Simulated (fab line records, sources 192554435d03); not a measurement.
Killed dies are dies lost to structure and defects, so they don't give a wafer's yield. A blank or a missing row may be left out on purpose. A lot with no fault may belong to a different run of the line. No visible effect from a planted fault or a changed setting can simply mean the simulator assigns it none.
Matching of chambers ; flow n5Finfet ; pecvd-03 running N5_FIN_SAQP_PECVD_47: 3 sister chambers
The step deposits a-Si from SiH4/He, target thk 45 nm, time 36.3 s. 3 wafers are shown with their chamber, then 7 later ones without.

## WAFERS, EACH WITH ITS CHAMBER
wafer;chamber;showerheadPlenumPTorr (Torr)
L348.4;0;5.68
L354.2;1;5.65
L354.3;2;5.52

## WAFERS WITHOUT THEIR CHAMBER
wafer;showerheadPlenumPTorr (Torr)
L354.6;5.53
L355.1;5.67
L355.4;5.69
L355.5;5.53
L363.1;5.52
L363.3;5.68
L363.4;5.68

## THE CHAMBER EACH PASSED THROUGH
wafer;from the rows above;in truth
L354.6;2;2
L355.1;can't be placed: 0 or 1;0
L355.4;0;0
L355.5;2;2
L363.1;2;2
L363.3;0;0
L363.4;0;0
6 of 7 placed correctly. From these rows, 1 cannot be placed; in 1 the true chamber is one of the candidates. Number placed wrongly: 0.
How it was worked out, from the rows above alone: a wafer's distance from a chamber is the root of the sum, over the readings, of the square of ((its reading less the chamber's mean) divided by the reading's scatter). The wafer belongs to the nearest chamber; if the next one is less than 2 further off, it can't be placed. For every chamber, the mean is computed from those of its wafers that are shown. The scatter (one wafer shown for each chamber): square how far every hidden wafer sits from the nearest shown wafer, average those squares and take the square root.
